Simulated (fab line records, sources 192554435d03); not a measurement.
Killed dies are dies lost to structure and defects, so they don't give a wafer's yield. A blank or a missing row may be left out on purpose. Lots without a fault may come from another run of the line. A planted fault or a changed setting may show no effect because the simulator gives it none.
Split-lot experiment | flow n5_finfet | 7 lots, 39 wafers read, on a route of 1938 steps

THE SPLIT
At N5_WELL_APT_EXPOSE_05 (exposes mask NWELL, defocus 0 nm, target cd 200 nm), the setting dose_mj was moved away from the recipe's 20.3 on 9 of the 39 wafers read, by -6.0% to +3.6%. The other wafers ran this setting at the recipe's value.

FROM THE SPLIT TO THE READING: what the file shows between them, 3 steps
- N5_WELL_APT_PEB_06: peb time 90 s
- N5_WELL_APT_DEVELOP_07: develop time 45 s
- N5_WELL_APT_HARDBAKE_12: time 120 s

THE READING
cd_nm, in nm, at N5_WELL_APT_CD_MEAS_08 (target cd 200 nm). Fault-free wafers of this fab line usually give 200.3 nm, standard deviation 1.7 nm.

wafer  | tool, chamber at the split | dose_mj as run | against the recipe | cd_nm, nm | against lot-mates on the recipe
L074.1 | krf_scanner-02, 0          | 19.08          | -6.0%              | 190.1     | -10.8
L074.2 | krf_scanner-02, 0          | 19.08          | -6.0%              | 188.7     | -12.2
L074.3 | krf_scanner-02, 0          | 20.3           | recipe             | 198.5     | -
L074.4 | krf_scanner-02, 0          | 20.3           | recipe             | 200.5     | -
L074.5 | krf_scanner-02, 0          | 20.3           | recipe             | 203.8     | -
L074.6 | krf_scanner-02, 0          | 19.08          | -6.0%              | 191.6     | -9.3
L075.1 | krf_scanner-01, 0          | 20.3           | recipe             | 197.6     | -
L075.4 | krf_scanner-01, 0          | 20.3           | recipe             | 197.7     | -
L075.5 | krf_scanner-01, 0          | 20.3           | recipe             | 197.5     | -
L083.1 | krf_scanner-01, 0          | 20.3           | recipe             | 199.1     | -
L083.2 | krf_scanner-01, 0          | 20.3           | recipe             | 200.0     | -
L083.3 | krf_scanner-01, 0          | 20.3           | recipe             | 199.1     | -
L083.4 | krf_scanner-01, 0          | 20.3           | recipe             | 201.1     | -
L083.5 | krf_scanner-01, 0          | 20.3           | recipe             | 197.7     | -
L083.6 | krf_scanner-01, 0          | 20.3           | recipe             | 198.7     | -
L084.1 | krf_scanner-02, 0          | 20.3           | recipe             | 199.6     | -
L084.2 | krf_scanner-02, 0          | 20.3           | recipe             | 201.1     | -
L084.3 | krf_scanner-02, 0          | 20.3           | recipe             | 200.6     | -
L084.4 | krf_scanner-02, 0          | 20.3           | recipe             | 198.4     | -
L084.5 | krf_scanner-02, 0          | 20.3           | recipe             | 200.5     | -
L084.6 | krf_scanner-02, 0          | 20.3           | recipe             | 203.5     | -
L086.1 | krf_scanner-02, 0          | 21.04          | +3.6%              | 204.3     | +4.8
L086.2 | krf_scanner-02, 0          | 21.04          | +3.6%              | 204.0     | +4.5
L086.3 | krf_scanner-02, 0          | 20.3           | recipe             | 201.3     | -
L086.4 | krf_scanner-02, 0          | 20.3           | recipe             | 198.1     | -
L086.5 | krf_scanner-02, 0          | 20.3           | recipe             | 199.0     | -
L086.6 | krf_scanner-02, 0          | 21.04          | +3.6%              | 206.6     | +7.1
L094.1 | krf_scanner-02, 0          | 20.3           | recipe             | 199.8     | -
L094.2 | krf_scanner-02, 0          | 20.3           | recipe             | 199.3     | -
L094.3 | krf_scanner-02, 0          | 20.3           | recipe             | 198.9     | -
L094.4 | krf_scanner-02, 0          | 20.3           | recipe             | 201.6     | -
L094.5 | krf_scanner-02, 0          | 20.3           | recipe             | 199.0     | -
L094.6 | krf_scanner-02, 0          | 20.3           | recipe             | 200.2     | -
L096.1 | krf_scanner-01, 0          | 20.3           | recipe             | 200.3     | -
L096.2 | krf_scanner-01, 0          | 19.81          | -2.4%              | 195.3     | -4.3
L096.3 | krf_scanner-01, 0          | 19.81          | -2.4%              | 198.8     | -0.8
L096.4 | krf_scanner-01, 0          | 19.81          | -2.4%              | 195.5     | -4.1
L096.5 | krf_scanner-01, 0          | 20.3           | recipe             | 200.2     | -
L096.6 | krf_scanner-01, 0          | 20.3           | recipe             | 198.3     | -

THE FIT
A straight line over all 39 wafers: cd_nm changes by +1.53 nm for each +1% of dose_mj; r = +0.90; the points scatter about the line by 1.6 nm.
The same after taking each lot's own level away (the mean of its wafers on the recipe; 39 wafers): +1.67 nm for each +1%; r = +0.93; scatter 1.4 nm.
On that fit, the largest move of dose_mj shifts the reading by 10 nm.
The lots' own levels span 197.60 to 200.93 nm, that is 2.0 times the standard deviation above.
So the lot-to-lot level changes the slope little: the two slopes agree.
Check: with one of the wafers moved furthest among these (-6.0%) left out of the fit, the line predicts -9.84 nm for it against its lot-mates. It came out at -10.8 nm against them.

THE WHOLE CHAIN: every reading that the file lists as answering this split, in the file's order
step                   | what it does             | reading                                                         | change (the file's fit)              | r (the file's)
N5_WELL_APT_CD_MEAS_08 | target cd 200 nm         | cd_nm                                                           | +1.67 nm for each +1% of the setting | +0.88
N5_WELL_APT_DESCUM_13  | chemistry O2, time 7.9 s | WELL_APT.cd_nm (the simulator's own value, which no gauge read) | +1.68 nm for each +1% of the setting | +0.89

THE FILE'S OWN FIT
cd_nm changes by +1.67 nm for each +1% of dose_mj, r = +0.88.
